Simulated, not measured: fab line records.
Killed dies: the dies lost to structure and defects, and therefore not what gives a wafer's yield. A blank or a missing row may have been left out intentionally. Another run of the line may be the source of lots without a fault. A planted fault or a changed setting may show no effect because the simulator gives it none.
Which tool was responsible?	flow nand-harc	24 lots with 72 wafers sampled at 4 steps, on a route of 1302 steps

== WHAT EACH GAUGE READ, for each wafer ==
NHARC_P_M1_OVL_MEAS_10: pitch 260 nm.
lot	measured	on	overlay-x-nm (nm)	overlay-y-nm (nm)
L074	day 6 05:20	overlay-02	1.3 1.4 0.8	0.5 0.6 0.5
L075	day 6 20:34	overlay-01	0.1 0.2 0.2	0.3 -0.1 0.3
L076	day 6 21:07	overlay-02	1.6 1.5 1.8	1.6 1.2 1.1
L077	day 7 11:53	overlay-02	-1.0 -1.3 -0.3	0.1 0.5 0.6
L078	day 7 19:12	overlay-01	-0.4 0.1 -0.5	0.2 0.4 0.8
L079	day 8 11:32	overlay-02	-1.4 -1.2 -1.0	0.4 0.6 -0.1
L080	day 8 21:14	overlay-01	0.7 0.5 0.5	0.9 0.9 0.4
L081	day 9 09:22	overlay-01	0.8 0.9 0.2	0.0 0.1 -0.1
L082	day 9 22:12	overlay-02	-0.1 0.2 -0.2	0.3 -0.1 0.4
L083	day 10 05:27	overlay-01	-0.7 -0.1 -0.3	1.1 0.6 1.0
L084	day 10 20:19	overlay-02	-1.1 -0.9 -0.3	0.4 0.1 0.2
L086	day 11 04:07	overlay-01	-0.2 -0.6 -0.5	0.0 0.3 0.4
L085	day 11 04:34	overlay-02	0.0 0.2 -0.1	-1.1 -1.0 -1.0
L087	day 11 15:49	overlay-02	0.1 0.2 -0.5	0.5 0.4 0.5
L088	day 12 08:00	overlay-02	-0.6 -0.4 -0.4	-1.3 -1.9 -1.4
L089	day 12 18:42	overlay-01	-0.9 -1.0 -0.5	1.2 0.8 0.7
L090	day 12 21:58	overlay-01	0.0 -0.4 0.3	-0.8 -0.8 -0.6
L091	day 13 11:10	overlay-01	-0.1 -0.2 -0.3	0.0 -0.4 0.1
L092	day 13 20:04	overlay-01	0.9 0.7 0.8	-0.9 -0.9 -1.0
L093	day 13 20:45	overlay-01	0.6 0.5 0.6	-0.7 -1.2 -1.2
L094	day 14 10:38	overlay-02	-0.1 -0.1 0.2	-1.1 -0.7 -1.5
L095	day 14 21:04	overlay-01	0.5 0.3 0.5	2.6 1.8 2.7
L096	day 15 05:59	overlay-02	-0.5 -0.2 -0.1	0.6 0.6 -0.2
L097	day 15 20:58	overlay-02	-0.6 -1.0 -0.9	-0.1 -0.1 0.2

== WHICH TOOL RAN EACH LOT (tool, then ch and the chambers of the sampled wafers, then the start) ==
lot	NHARC_P_CONTACT_PVD_32	NHARC_P_M0_STRIP_18	NHARC_P_M0_PRE_CLEAN_29
L074	pvd-sputter-02, day 6 01:46 or earlier	rie-diel-04 ch 0,2,3, day 6 01:46	pvd-sputter-02, day 6 05:20 or earlier
L075	pvd-sputter-03, day 6 16:59 or earlier	rie-diel-04 ch 1,2,3, day 6 16:59	pvd-sputter-02, day 6 20:34 or earlier
L076	pvd-sputter-02, day 6 17:26 or earlier	rie-diel-04 ch 0,2,3, day 6 17:26	pvd-sputter-03, day 6 21:07 or earlier
L077	pvd-sputter-01, day 7 08:18 or earlier	rie-diel-06 ch 0,1, day 7 08:18	pvd-sputter-01, day 7 11:53 or earlier
L078	pvd-sputter-01, day 7 15:29 or earlier	rie-diel-04 ch 0,1,3, day 7 15:29	pvd-sputter-02, day 7 19:12 or earlier
L079	pvd-sputter-02, day 8 07:43 or earlier	rie-diel-04 ch 0,1,2, day 8 07:43	pvd-sputter-02, day 8 11:32 or earlier
L080	pvd-sputter-01, day 8 17:44 or earlier	rie-diel-06 ch 0,2,3, day 8 17:44	pvd-sputter-02, day 8 21:14 or earlier
L081	pvd-sputter-03, day 9 05:49 or earlier	rie-diel-01 ch 0,1,3, day 9 05:49	pvd-sputter-02, day 9 09:22 or earlier
L082	pvd-sputter-01, day 9 18:39 or earlier	rie-diel-04 ch 0,1,2, day 9 18:39	pvd-sputter-03, day 9 22:12 or earlier
L083	pvd-sputter-02, day 10 02:03 or earlier	rie-diel-04 ch 1,2,3, day 10 02:03	pvd-sputter-03, day 10 05:27 or earlier
L084	pvd-sputter-02, day 10 16:45 or earlier	rie-diel-01 ch 1,2, day 10 16:45	pvd-sputter-02, day 10 20:19 or earlier
L086	pvd-sputter-02, day 11 00:35 or earlier	rie-diel-04 ch 0,1,3, day 11 00:35	pvd-sputter-01, day 11 04:07 or earlier
L085	pvd-sputter-03, day 11 01:00 or earlier	rie-diel-04 ch 0,2,3, day 11 01:00	pvd-sputter-02, day 11 04:34 or earlier
L087	pvd-sputter-02, day 11 12:17 or earlier	rie-diel-04 ch 0,1,3, day 11 12:17	pvd-sputter-03, day 11 15:49 or earlier
L088	pvd-sputter-01, day 12 04:18 or earlier	rie-diel-01 ch 0,1, day 12 04:18	pvd-sputter-02, day 12 08:00 or earlier
L089	pvd-sputter-01, day 12 15:08 or earlier	rie-diel-04 ch 0,2, day 12 15:08	pvd-sputter-02, day 12 18:42 or earlier
L090	pvd-sputter-03, day 12 18:16 or earlier	rie-diel-04 ch 0,1,2, day 12 18:16	pvd-sputter-01, day 12 21:58 or earlier
L091	pvd-sputter-01, day 13 07:05 or earlier	rie-diel-01 ch 2,3, day 13 07:05	pvd-sputter-02, day 13 11:10 or earlier
L092	pvd-sputter-02, day 13 16:38 or earlier	rie-diel-01 ch 0,2, day 13 16:38	pvd-sputter-02, day 13 20:04 or earlier
L093	pvd-sputter-03, day 13 17:10 or earlier	rie-diel-04 ch 0,3, day 13 17:10	pvd-sputter-01, day 13 20:45 or earlier
L094	pvd-sputter-02, day 14 07:03 or earlier	rie-diel-04 ch 1,2, day 14 07:03	pvd-sputter-03, day 14 10:38 or earlier
L095	pvd-sputter-02, day 14 17:37 or earlier	rie-diel-01 ch 2,3, day 14 17:37	pvd-sputter-02, day 14 21:04 or earlier
L096	pvd-sputter-01, day 15 02:20 or earlier	rie-diel-01 ch 0,1,3, day 15 02:20	pvd-sputter-02, day 15 05:59 or earlier
L097	pvd-sputter-02, day 15 17:23 or earlier	rie-diel-06 ch 0,3, day 15 17:23	pvd-sputter-02, day 15 20:58 or earlier
- NHARC_P_CONTACT_PVD_32: deposits Ti, target thk 5 nm, time 17.7 s.
- NHARC_P_M0_STRIP_18: strips in N2/H2.
- NHARC_P_M0_PRE_CLEAN_29: time 30 s.

== WHAT THE TOOLS THEMSELVES READ (means of the sampled wafers that have a number; where no wafer has one, the mark that the record gives instead) ==
NHARC_P_CONTACT_PVD_32.
lot	tool	throttle-valve-pct (%)
L074	pvd-sputter-02	28.6
L075	pvd-sputter-03	29.9
L076	pvd-sputter-02	29.2
L077	pvd-sputter-01	30.3
L078	pvd-sputter-01	31.2
L079	pvd-sputter-02	29.8
L080	pvd-sputter-01	31.1
L081	pvd-sputter-03	29.5
L082	pvd-sputter-01	31.2
L083	pvd-sputter-02	29.7
L084	pvd-sputter-02	29.6
L086	pvd-sputter-02	28.8
L085	pvd-sputter-03	30.9
L087	pvd-sputter-02	28.3
L088	pvd-sputter-01	31.0
L089	pvd-sputter-01	29.4
L090	pvd-sputter-03	29.4
L091	pvd-sputter-01	31.3
L092	pvd-sputter-02	31.0
L093	pvd-sputter-03	30.3
L094	pvd-sputter-02	30.0
L095	pvd-sputter-02	29.8
L096	pvd-sputter-01	30.7
L097	pvd-sputter-02	29.4

NHARC_P_M0_STRIP_18.
lot	tool	chamber-pressure-mTorr (mTorr)	drypump-motor-current-A (A)	oes-product-au (a.u.)	rf-vpp-V (V)	showerhead-plenum-p-Torr (Torr)	throttle-valve-pct (%)
L074	rie-diel-04	29.968	5.5	0.993	90.3	2.06	14.171
L075	rie-diel-04	29.987	5.7	0.994	90.3	2.05	14.167
L076	rie-diel-04	30.023	5.5	0.992	90.9	2.06	14.174
L077	rie-diel-06	30.010	5.5	1.008	90.4	1.93	14.169
L078	rie-diel-04	29.961	5.5	0.994	90.3	1.99	14.175
L079	rie-diel-04	29.993	5.5	0.991	90.2	2.04	14.168
L080	rie-diel-06	30.026	5.6	1.002	91.2	2.04	14.177
L081	rie-diel-01	30.002	5.8	1.002	91.5	2.05	14.182
L082	rie-diel-04	30.001	5.5	1.001	90.9	2.04	14.177
L083	rie-diel-04	29.997	5.7	0.994	90.0	2.05	14.175
L084	rie-diel-01	29.968	5.8	0.987	91.0	2.06	14.166
L086	rie-diel-04	29.974	5.5	0.995	90.1	1.99	14.166
L085	rie-diel-04	29.994	5.5	0.998	91.1	2.05	14.184
L087	rie-diel-04	30.004	5.5	0.988	90.5	1.99	14.168
L088	rie-diel-01	29.998	5.8	0.976	91.3	2.12	14.166
L089	rie-diel-04	30.016	5.5	0.997	90.9	2.10	14.170
L090	rie-diel-04	30.014	5.5	0.993	90.5	2.03	14.174
L091	rie-diel-01	30.004	5.9	0.994	91.0	2.14	14.166
L092	rie-diel-01	29.984	5.4	0.991	91.3	2.15	14.169
L093	rie-diel-04	29.987	5.6	0.993	90.5	2.00	14.165
L094	rie-diel-04	30.001	5.7	1.006	91.1	2.09	14.170
L095	rie-diel-01	30.007	5.9	0.987	90.1	2.13	14.170
L096	rie-diel-01	30.001	5.8	0.990	91.5	2.15	14.170
L097	rie-diel-06	30.018	5.3	1.006	90.9	1.99	14.170

NHARC_P_M0_PRE_CLEAN_29.
lot	tool	heater-power-w (W)
L074	pvd-sputter-02	461
L075	pvd-sputter-02	459
L076	pvd-sputter-03	413
L077	pvd-sputter-01	419
L078	pvd-sputter-02	460
L079	pvd-sputter-02	443
L080	pvd-sputter-02	440
L081	pvd-sputter-02	456
L082	pvd-sputter-03	391
L083	pvd-sputter-03	436
L084	pvd-sputter-02	464
L086	pvd-sputter-01	388
L085	pvd-sputter-02	465
L087	pvd-sputter-03	417
L088	pvd-sputter-02	444
L089	pvd-sputter-02	460
L090	pvd-sputter-01	403
L091	pvd-sputter-02	463
L092	pvd-sputter-02	432
L093	pvd-sputter-01	417
L094	pvd-sputter-03	416
L095	pvd-sputter-02	432
L096	pvd-sputter-02	444
L097	pvd-sputter-02	433

== THE ANSWER, worked out from the rows above alone ==
Rule: the usual values come from the lots themselves. Put in order of their means at a reading, lots are off if they are a third of the lots or fewer, leave a main group of 4 or more, and stand apart from it by a gap of 3 or more times the standard deviation of the main group's means; of several such gaps the widest counts. A main group whose means are all the same, to the digits that the tables above print for the reading, isn't used. A lot without any number at a reading at which 4 lots or more have one is off too. Any other lot the step has rows for is counted as sound. The gauges are gone through in route order, then the tools' own readings, and for those a lot's mean is taken as printed above. At the first step where some lot is off, the reading lying furthest off is the one used; lots without a number count as furthest.
Nothing can be told from this: no lot is off at any reading shown.

== WHAT THE SIMULATOR HAD PUT IN ==
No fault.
